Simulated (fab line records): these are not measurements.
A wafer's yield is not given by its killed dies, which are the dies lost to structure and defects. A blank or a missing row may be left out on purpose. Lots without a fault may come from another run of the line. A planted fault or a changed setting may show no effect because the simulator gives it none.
fab line records	flow nand_harc	part 1 of 2: steps 1 to 4 of 6
record lots=22	wafers=66	last_day=33
route steps=1302 shown A_STAIRCASE@790
lots that met no fault: from a run of the same line without faults
start_h: hours from the record's opening day to when the first of the lot's shown wafers began	wait_h: hours from the lot's prior step to this one	" as in the row above	L1.1+2: a row that stands for several wafers	- no value, or no start was given	* or withheld: withheld	< > ~ a bound
route shown NAME@n: a module of which the file shows steps, and the number in the route of the first	usual: mean/standard deviation of fault-free wafers	same: alike in all rows	chamber/n: place in a boat	sites: readings site by site	_std_site: how widely they spread, as a standard deviation	_edge_site: the outer-site mean with the inner-site mean subtracted	radius_mm: for every site, how far away it sits from the centre of the wafer	mask NAME#n: copy n	behind: tool/chamber where the wafer was last shaped	hold: why the lot went on hold/how many hours it stayed there/how the hold came to an end	device: the n, p or np transistor that did not switch	end of line: at the end of the route, the tests of the same wafers	where a step has no rows: the recipe by itself	killed: dies that structure and defects cost at the first sort, which is not the same as the wafer's yield	map: the dies of a wafer, with x for killed, . for not killed, _ for no die there
set.NAME: the setting that was run; set.NAME@STEP: the one run at that earlier step	model.NAME: the simulator's own value behind a step, which no gauge read
a sample of lots followed through the steps of the route, with each step as a table and each wafer as a row
services: the hour from which a tool's chamber was out of use, counted from the record's first day as start_h (under 0 if before that day), plus the number of hours and why
## steps
# step NHARC_A_STAIRCASE_STRIP_274
# recipe o2_flow_sccm=500	ar_flow_sccm=0	bias_w=0	chemistry=O2
# usual drypump_motor_current_A=5.6/0.61	oes_product_au=0.998/0.01	rf_vpp_V=57.8/0.93	showerhead_plenum_p_Torr=3.52/0.15	throttle_valve_pct=17.038/0.0086
# same bias_w=0
lot.wafer	tool	chamber	start_h	wait_h	drypump_motor_current_A	oes_product_au	rf_hours_counter_h	rf_vpp_V	showerhead_plenum_p_Torr	throttle_valve_pct
L074.2	rie_diel-06	2	-	-	5.1	1.012	15	58.2	3.49	17.022
L074.6	"	0	"	"	5.6	0.999	-	58.2	3.68	17.044
L074.5	"	1	"	"	5.5	0.994	-	58.8	3.62	17.051
L075.1	rie_diel-06	1	-	-	5.5	0.997	21	57.9	3.61	17.032
L075.3	"	0	"	"	5.7	1.012	18	57.0	3.68	17.045
L075.5	"	2	"	"	5.0	1.010	-	58.4	3.49	17.026
L076.2	rie_diel-06	1	-	-	5.5	0.979	23	57.7	3.61	17.029
L076.4	"	3	"	"	6.5	0.993	21	57.9	3.30	17.022
L076.5	"	1	"	"	5.5	0.979	-	56.9	3.61	17.042
L077.3	rie_diel-05	2	-	-	6.4	0.989	40	56.6	3.42	17.035
L077.2	"	1	"	"	4.8	1.010	44	57.5	3.38	17.046
L077.6	"	3	"	"	4.9	0.988	-	56.7	3.28	17.048
L078.1	rie_diel-06	0	-	-	5.6	0.993	34	59.8	3.67	17.029
L078.3	"	1	"	"	5.5	0.983	40	56.9	3.60	17.034
L078.2	"	3	"	"	6.5	0.998	38	56.9	3.29	17.042
L079.4	rie_diel-05	0	-	-	5.2	0.987	2	57.3	3.47	17.014
L079.2	"	2	"	"	6.4	0.992	1	58.3	3.41	17.052
L079.6	"	0	"	"	5.2	0.998	-	57.9	3.47	17.045
L080.4	rie_diel-01	2	-	-	5.7	0.984	14	58.0	3.50	17.039
L080.1	"	0	"	"	5.5	0.995	15	58.7	3.52	17.035
L080.6	"	1	"	"	6.7	1.011	-	57.1	3.56	17.041
L081.1	rie_diel-06	1	-	-	5.5	0.990	50	57.3	3.60	17.034
L081.4	"	2	"	"	5.0	1.003	55	57.5	3.47	17.037
L081.6	"	3	"	"	6.5	1.008	-	57.1	3.29	17.041
L082.2	rie_diel-05	3	-	-	4.9	0.996	9	58.4	3.80	17.039
L082.3	"	1	"	"	4.8	1.007	8	56.8	3.38	17.034
L082.5	"	2	"	"	6.3	0.996	-	57.4	3.41	17.030
L083.3	rie_diel-05	0	-	-	5.3	0.993	11	56.5	3.46	17.036
L083.2	"	1	"	"	4.8	1.000	10	57.8	3.38	17.047
L083.1	"	2	"	"	6.4	0.985	10	57.9	3.41	17.032
L085.1	rie_diel-06	3	-	-	6.5	0.996	57	56.9	3.28	17.039
L085.2	"	0	"	"	5.7	0.999	53	56.4	3.66	17.022
L085.6	"	2	"	"	5.0	0.994	-	58.5	3.47	17.041
L084.3	rie_diel-06	3	-	-	6.5	0.995	59	56.7	3.28	17.035
L084.5	"	0	"	"	5.7	0.995	-	57.7	3.66	17.039
L084.4	"	2	"	"	5.0	1.008	-	57.8	3.47	17.038
L086.3	rie_diel-05	1	-	-	4.8	1.015	16	57.2	3.37	17.044
L086.2	"	3	"	"	4.9	0.986	19	58.8	3.80	17.035
L086.5	"	1	"	"	4.8	1.020	-	55.3	3.37	17.040
L088.1	rie_diel-05	1	-	-	4.8	1.013	27	58.2	3.37	17.032
L088.4	"	3	"	"	4.9	0.975	27	58.6	3.79	17.035
L088.5	"	1	"	"	4.8	1.006	-	58.2	3.37	17.043
L087.3	rie_diel-05	2	-	-	6.3	0.993	30	57.5	3.40	17.031
L087.5	"	0	"	"	5.3	1.004	-	57.0	3.46	17.038
L087.6	"	1	"	"	4.8	1.022	-	57.3	3.37	17.037
L089.2	rie_diel-06	0	-	-	5.6	0.998	12	56.7	3.65	17.043
L089.3	"	2	"	"	5.1	1.006	9	57.9	3.46	17.048
L089.5	"	0	"	"	5.6	1.002	-	59.2	3.65	17.057
L090.3	rie_diel-06	0	-	-	5.7	1.006	14	58.1	3.65	17.025
L090.2	"	1	"	"	5.5	1.011	13	58.6	3.58	17.042
L090.6	"	3	"	"	6.5	1.003	-	56.3	3.80	17.036
L091.2	rie_diel-01	0	-	-	5.5	0.995	47	56.6	3.50	17.024
L091.4	"	1	"	"	6.7	1.011	-	59.1	3.54	17.043
L091.5	"	0	"	"	5.5	0.994	-	58.4	3.50	17.040
L093.1	rie_diel-06	2	-	-	5.0	0.996	20	57.4	3.46	17.053
L093.4	"	0	"	"	5.6	1.000	21	58.8	3.64	17.039
L093.2	"	1	"	"	5.5	1.006	19	58.3	3.58	17.041
L095.2	rie_diel-01	1	-	-	6.7	1.013	5	56.8	3.54	17.036
L095.3	"	3	"	"	4.9	0.998	3	57.1	3.33	17.032
L095.6	"	1	"	"	6.7	1.008	-	58.0	3.54	17.031
L096.3	rie_diel-06	3	-	-	6.5	0.997	38	57.5	3.79	17.021
L096.2	"	0	"	"	5.6	0.991	30	57.5	3.64	17.022
L096.5	"	0	"	"	5.6	1.003	-	58.4	3.64	17.052
L097.3	rie_diel-05	3	-	-	5.0	0.978	4	59.3	3.77	17.034
L097.6	"	1	"	"	4.8	0.996	-	57.3	3.35	17.036
L097.5	"	2	"	"	6.4	0.988	-	57.8	3.38	17.037
# step NHARC_A_STAIRCASE_ETCH_313
# recipe cf4_flow_sccm=100	chf3_flow_sccm=30	ar_flow_sccm=0	rf_w=500	bias_w=200	chemistry=CF4/CHF3
# usual bias_w=200.0/0.55	drypump_motor_current_A=5.5/0.66	oes_product_au=0.931/0.019	rf_vpp_V=370.1/2.2	showerhead_plenum_p_Torr=1.56/0.063	throttle_valve_pct=16.803/0.01
lot.wafer	tool	chamber	start_h	wait_h	bias_w	drypump_motor_current_A	oes_product_au	rf_hours_counter_h	rf_vpp_V	showerhead_plenum_p_Torr	throttle_valve_pct
L074.2	rie_diel-01	0	368.21	0.1	201.1	5.5	0.925	64	370.8	1.57	16.813
L074.6	"	3	"	"	199.7	4.9	0.928	-	367.2	1.50	16.797
L074.5	"	0	"	"	201.4	5.5	0.920	-	370.6	1.57	16.797
L075.3	rie_diel-01	1	391.97	0.1	200.7	6.7	0.970	0	370.9	1.59	16.802
L075.1	"	3	"	"	200.6	4.9	0.976	0	367.4	1.50	16.804
L075.5	"	1	"	"	199.7	6.7	0.970	-	370.7	1.59	16.804
L076.2	rie_diel-01	1	393.39	0.1	199.5	6.7	0.961	0	372.5	1.59	16.826
L076.4	"	3	"	"	199.7	4.9	0.978	1	367.7	1.50	16.789
L076.5	"	1	"	"	200.1	6.7	0.970	-	370.1	1.59	16.799
L077.2	rie_diel-05	3	402.77	0.1	199.4	4.9	0.923	42	365.9	1.46	16.789
L077.3	"	0	"	"	199.8	5.3	0.929	51	368.3	1.55	16.813
L077.6	"	3	"	"	200.5	4.9	0.927	-	366.4	1.46	16.786
L078.2	rie_diel-05	3	425.49	0.1	200.0	4.9	0.978	2	375.0	1.70	16.815
L078.1	"	1	"	"	199.5	4.8	0.983	2	368.8	1.51	16.807
L078.3	"	2	"	"	200.5	6.3	0.963	1	368.8	1.52	16.793
L079.2	rie_diel-01	1	430.44	0.1	199.6	6.7	0.925	14	371.9	1.59	16.799
L079.4	"	2	"	"	199.9	5.7	0.912	11	371.4	1.56	16.803
L079.6	"	0	"	"	199.0	5.5	0.933	-	372.1	1.57	16.817
L080.1	rie_diel-06	0	446.24	0.1	199.8	5.6	0.937	43	372.3	1.63	16.803
L080.4	"	1	"	"	199.7	5.5	0.919	51	370.8	1.60	16.805
L080.6	"	0	"	"	199.9	5.6	0.931	-	373.1	1.63	16.812
L081.4	rie_diel-01	2	453.94	0.1	199.9	5.7	0.904	21	369.4	1.56	16.803
L081.1	"	0	"	"	200.5	5.5	0.929	24	371.1	1.57	16.812
L081.6	"	2	"	"	199.7	5.6	0.899	-	370.7	1.56	16.802
L082.2	rie_diel-05	3	457.02	0.1	199.7	4.9	0.918	11	374.8	1.70	16.817
L082.3	"	1	"	"	199.4	4.8	0.937	10	369.6	1.51	16.805
L082.5	"	3	"	"	199.5	4.9	0.914	-	374.5	1.70	16.816
L083.2	rie_diel-05	3	470.64	0.1	200.6	5.0	0.914	17	375.4	1.70	16.785
L083.3	"	0	"	"	199.2	5.2	0.920	15	369.3	1.54	16.806
L083.1	"	2	"	"	199.8	6.4	0.921	16	367.4	1.52	16.792
L085.2	rie_diel-05	0	482.51	0.1	199.3	5.3	0.921	17	370.1	1.54	16.804
L085.1	"	2	"	"	200.4	6.3	0.918	17	369.0	1.52	16.810
L085.6	"	0	"	"	200.3	5.3	0.921	-	369.4	1.54	16.811
L084.3	rie_diel-05	0	490.13	0.1	200.6	5.3	0.917	19	369.3	1.54	16.809
L084.4	"	2	"	"	199.8	6.3	0.907	21	367.4	1.52	16.806
L084.5	"	0	"	"	201.5	5.3	0.923	-	369.5	1.54	16.805
L086.3	rie_diel-01	0	496.18	0.1	200.4	5.5	0.920	33	370.9	1.56	16.811
L086.2	"	1	"	"	200.3	6.7	0.934	31	371.4	1.58	16.793
L086.5	"	2	"	"	200.2	5.7	0.908	-	370.1	1.56	16.812
L088.4	rie_diel-05	1	528.02	0.1	200.1	4.8	0.940	30	367.6	1.50	16.803
L088.1	"	3	"	"	200.3	4.9	0.911	30	375.1	1.69	16.793
L088.5	"	2	"	"	200.3	6.3	0.920	-	369.2	1.51	16.801
L087.3	rie_diel-06	0	531.39	0.1	200.2	5.6	0.930	14	372.9	1.63	16.786
L087.6	"	2	"	"	199.3	5.0	0.938	-	368.7	1.54	16.799
L087.5	"	3	"	"	200.1	6.4	0.932	-	374.6	1.70	16.792
L089.2	rie_diel-01	2	531.72	0.1	200.2	5.7	0.914	50	368.8	1.55	16.810
L089.3	"	1	"	"	200.4	6.7	0.936	46	370.9	1.58	16.794
L089.5	"	2	"	"	199.3	5.7	0.898	-	369.8	1.55	16.791
L091.4	rie_diel-05	3	541.09	0.1	200.1	4.9	0.909	41	373.8	1.69	16.795
L091.2	"	2	"	"	200.3	6.4	0.915	39	368.5	1.51	16.815
L091.5	"	3	"	"	199.4	4.9	0.915	-	374.4	1.69	16.807
L090.3	rie_diel-01	1	541.69	0.1	199.0	6.7	0.931	50	371.0	1.58	16.804
L090.2	"	3	"	"	200.4	4.9	0.921	47	368.3	1.49	16.803
L090.6	"	1	"	"	200.0	6.7	0.925	-	371.1	1.58	16.798
L093.2	rie_diel-05	0	570.88	0.1	200.4	5.3	0.927	46	368.7	1.54	16.801
L093.1	"	2	"	"	200.0	6.3	0.911	49	370.2	1.51	16.818
L093.4	"	3	"	"	199.1	4.9	0.911	51	374.2	1.69	16.803
L095.2	rie_diel-05	1	583.40	0.1	200.6	4.8	0.929	50	368.5	1.50	16.807
L095.3	"	2	"	"	199.9	6.3	0.911	53	369.0	1.51	16.779
L095.6	"	1	"	"	200.0	4.8	0.928	-	367.6	1.50	16.818
L096.2	rie_diel-01	3	602.66	0.1	200.6	4.9	0.943	15	366.7	1.48	16.807
L096.3	"	0	"	"	200.0	5.5	0.972	17	369.3	1.56	16.818
L096.5	"	3	"	"	199.7	4.9	0.950	-	367.2	1.48	16.816
L097.3	rie_diel-05	2	615.26	0.1	199.8	6.3	0.917	6	367.4	1.51	16.799
L097.6	"	2	"	"	200.1	6.3	0.924	-	368.8	1.51	16.804
L097.5	"	3	"	"	199.6	4.9	0.914	-	375.1	1.68	16.791
# step NHARC_A_STAIRCASE_ALD_415
# recipe target_thk_a=300	pulse_time_s=6	ald_cycles=300	temp_c=300	material=SiO2
# usual heater_power_w=462/56	precursor_pulse_height_rel=1.000/0.019
lot.wafer	tool	chamber	start_h	wait_h	heater_power_w	precursor_pulse_height_rel	since_wet_clean_h
L074.2	ald_hk-01	0	370.23	0.3	440	1.017	65
L074.5	"	3	"	"	514	0.976	-
L074.6	"	0	"	"	422	0.982	-
L075.3	ald_hk-04	0	393.98	0.3	450	1.007	130
L075.1	"	1	"	"	465	1.013	130
L075.5	"	0	"	"	449	1.018	-
L076.4	ald_hk-02	2	395.62	0.5	373	1.024	36
L076.2	"	3	"	"	439	0.995	37
L076.5	"	0	"	"	584	1.014	-
L077.2	ald_hk-04	3	404.57	0.1	431	0.976	141
L077.3	"	2	"	"	412	0.977	142
L077.6	"	3	"	"	416	1.045	-
L078.1	ald_hk-04	0	427.27	0.1	450	1.010	164
L078.3	"	1	"	"	472	1.014	164
L078.2	"	2	"	"	404	1.035	164
L079.4	ald_hk-02	1	432.22	0.1	521	1.000	73
L079.2	"	2	"	"	380	0.977	73
L079.6	"	2	"	"	387	1.020	-
L080.1	ald_hk-04	0	448.34	0.3	378	0.992	7
L080.4	"	2	"	"	437	0.969	7
L080.6	"	0	"	"	378	1.016	-
L081.4	ald_hk-02	2	456.01	0.3	387	0.994	97
L081.1	"	0	"	"	566	0.995	97
L081.6	"	2	"	"	375	0.991	-
L082.2	ald_hk-04	2	459.26	0.5	441	0.960	18
L082.3	"	3	"	"	416	1.018	18
L082.5	"	0	"	"	386	0.986	-
L083.1	ald_hk-01	1	472.43	0.1	514	1.016	167
L083.2	"	3	"	"	525	1.014	167
L083.3	"	0	"	"	442	1.019	168
L085.1	ald_hk-02	0	486.74	2.5	600	0.998	128
L085.2	"	1	"	"	498	1.021	128
L085.6	"	3	"	"	436	1.015	-
L084.4	ald_hk-04	0	492.15	0.3	387	1.016	50
L084.3	"	2	"	"	421	0.995	51
L084.5	"	0	"	"	380	0.985	-
L086.3	ald_hk-01	3	498.40	0.5	517	0.966	15
L086.2	"	0	"	"	458	1.007	15
L086.5	"	2	"	"	482	0.988	-
L088.4	ald_hk-01	3	529.81	0.1	511	1.000	46
L088.1	"	1	"	"	500	0.992	47
L088.5	"	3	"	"	505	0.994	-
L089.3	ald_hk-04	1	534.09	0.1	510	0.998	92
L089.2	"	2	"	"	422	1.004	93
L089.5	"	1	"	"	506	1.000	-
L087.3	ald_hk-01	3	534.20	1.0	499	0.992	50
L087.5	"	1	"	"	498	0.997	-
L087.6	"	2	"	"	484	1.001	-
L091.2	ald_hk-04	1	544.24	1.4	508	1.006	102
L091.4	"	2	"	"	434	0.971	103
L091.5	"	0	"	"	383	1.049	-
L090.2	ald_hk-02	1	544.31	0.9	496	1.003	7
L090.3	"	2	"	"	394	1.018	7
L090.6	"	2	"	"	400	1.022	-
L093.4	ald_hk-02	1	574.78	0.9	499	1.013	38
L093.1	"	2	"	"	390	1.017	38
L093.2	"	0	"	"	570	1.000	38
L095.2	ald_hk-04	0	585.20	0.1	382	1.015	143
L095.3	"	2	"	"	424	1.005	144
L095.6	"	0	"	"	387	0.966	-
L096.3	ald_hk-02	2	604.45	0.1	399	1.009	67
L096.2	"	3	"	"	441	1.004	68
L096.5	"	2	"	"	402	0.995	-
L097.3	ald_hk-02	1	617.27	0.3	520	0.987	80
L097.6	"	0	"	"	567	1.026	-
L097.5	"	1	"	"	491	0.966	-
# step NHARC_A_STAIRCASE_DESCUM_443
# recipe time_s=3	o2_flow_sccm=200	ar_flow_sccm=0	bias_power_w=0	chemistry=O2
# usual drypump_motor_current_A=5.5/0.6	oes_product_au=0.999/0.0093	rf_vpp_V=57.7/0.89	showerhead_plenum_p_Torr=1.90/0.08	throttle_valve_pct=11.311/0.0091
lot.wafer	tool	chamber	start_h	wait_h	drypump_motor_current_A	oes_product_au	rf_hours_counter_h	rf_vpp_V	showerhead_plenum_p_Torr	throttle_valve_pct
L074.2	rie_diel-06	1	408.38	-	5.5	0.985	31	56.8	1.96	11.302
L074.5	"	3	"	"	6.5	1.005	-	57.4	1.78	11.318
L074.6	"	0	"	"	5.6	1.005	-	58.9	2.00	11.323
L075.1	rie_diel-06	0	438.51	-	5.6	1.012	39	56.6	1.99	11.315
L075.3	"	1	"	"	5.5	0.997	46	57.8	1.96	11.329
L075.5	"	0	"	"	5.6	1.007	-	58.0	1.99	11.304
L076.2	rie_diel-01	3	438.55	-	4.9	0.998	13	55.9	1.81	11.327
L076.4	"	1	"	"	6.7	1.004	17	58.8	1.93	11.301
L076.5	"	3	"	"	4.9	1.001	-	57.0	1.81	11.300
L077.3	rie_diel-01	2	443.84	-	5.7	0.981	16	56.8	1.90	11.308
L077.2	"	3	"	"	4.9	0.992	17	59.3	1.81	11.321
L077.6	"	0	"	"	5.5	0.997	-	57.4	1.91	11.306
L079.2	rie_diel-05	0	465.99	-	5.3	1.003	13	58.1	1.88	11.314
L079.4	"	1	"	"	4.8	1.011	12	57.5	1.82	11.316
L079.6	"	0	"	"	5.3	0.994	-	57.3	1.88	11.307
L078.2	rie_diel-06	0	466.44	-	5.6	1.002	48	57.1	1.99	11.325
L078.3	"	2	"	"	5.0	1.007	60	58.1	1.88	11.313
L078.1	"	3	"	"	6.5	0.991	53	55.9	1.77	11.311
L080.4	rie_diel-05	0	485.46	-	5.3	1.000	18	56.6	1.87	11.310
L080.1	"	1	"	"	4.8	1.010	16	56.9	1.82	11.298
L080.6	"	1	"	"	4.8	1.020	-	57.0	1.82	11.316
L081.1	rie_diel-01	0	497.61	-	5.5	1.002	34	57.8	1.90	11.305
L081.4	"	2	"	"	5.7	0.980	33	57.1	1.89	11.321
L081.6	"	0	"	"	5.5	0.991	-	58.3	1.90	11.305
L082.2	rie_diel-06	2	497.78	-	5.0	0.988	1	57.0	1.88	11.324
L082.3	"	0	"	"	5.6	0.995	1	59.3	1.99	11.302
L082.5	"	1	"	"	5.5	0.990	-	58.4	1.95	11.315
L083.2	rie_diel-01	3	512.31	-	4.9	1.000	40	57.3	1.80	11.324
L083.1	"	0	"	"	5.5	0.994	40	56.8	1.90	11.307
L083.3	"	1	"	"	6.7	1.008	37	57.2	1.93	11.325
L085.1	rie_diel-05	0	530.31	-	5.2	0.995	30	57.0	1.87	11.307
L085.2	"	2	"	"	6.3	0.977	32	57.0	1.84	11.332
L085.6	"	1	"	"	4.8	1.012	-	57.6	1.82	11.302
L084.3	rie_diel-05	1	530.36	-	4.8	1.004	31	58.0	1.82	11.317
L084.4	"	0	"	"	5.3	0.995	30	57.2	1.87	11.316
L084.5	"	1	"	"	4.8	1.014	-	57.7	1.82	11.316
L086.3	rie_diel-05	0	530.42	-	5.3	1.006	30	57.0	1.87	11.298
L086.2	"	3	"	"	4.9	0.987	32	59.3	2.07	11.319
L086.5	"	1	"	"	4.7	1.007	-	58.2	1.82	11.315
L089.2	rie_diel-05	2	567.67	-	6.4	0.993	45	58.3	1.83	11.312
L089.3	"	0	"	"	5.3	1.006	44	57.8	1.87	11.316
L089.5	"	2	"	"	6.3	0.993	-	56.5	1.83	11.320
L087.3	rie_diel-06	3	567.87	-	6.5	1.011	25	57.9	2.07	11.321
L087.6	"	1	"	"	5.5	1.017	-	58.7	1.94	11.314
L087.5	"	2	"	"	5.0	1.001	-	58.1	1.87	11.304
L088.1	rie_diel-01	0	568.03	-	5.5	1.001	0	56.0	1.90	11.297
L088.4	"	1	"	"	6.7	1.019	0	58.5	1.92	11.298
L088.5	"	3	"	"	4.9	0.989	-	57.3	1.80	11.312
L090.3	rie_diel-01	1	580.48	-	6.7	1.011	7	57.8	1.92	11.319
L090.2	"	3	"	"	4.9	1.003	5	56.6	1.80	11.314
L090.6	"	2	"	"	5.7	0.993	-	56.2	1.88	11.308
L091.2	rie_diel-06	1	580.63	-	5.5	0.994	29	58.2	1.94	11.305
L091.4	"	0	"	"	5.6	0.998	24	57.2	1.98	11.312
L091.5	"	2	"	"	5.0	0.987	-	58.0	1.87	11.328
L093.1	rie_diel-01	0	615.05	-	5.5	0.994	20	57.8	1.89	11.315
L093.2	"	2	"	"	5.7	1.002	15	57.3	1.88	11.298
L093.4	"	3	"	"	4.9	0.996	19	56.5	1.79	11.307
L095.3	rie_diel-01	2	627.16	-	5.7	0.999	20	57.9	1.88	11.314
L095.2	"	3	"	"	4.9	0.990	23	58.2	1.79	11.311
L095.6	"	2	"	"	5.7	1.000	-	56.9	1.88	11.313
L096.3	rie_diel-06	2	646.40	-	5.0	0.997	55	57.7	1.86	11.321
L096.2	"	0	"	"	5.6	1.007	46	58.7	1.97	11.307
L096.5	"	2	"	"	5.0	1.006	-	57.7	1.86	11.294
L097.3	rie_diel-05	3	658.06	-	4.9	0.987	17	57.7	2.05	11.325
L097.6	"	2	"	"	6.3	0.994	-	58.4	1.83	11.329
L097.5	"	3	"	"	4.9	0.988	-	58.6	2.05	11.317
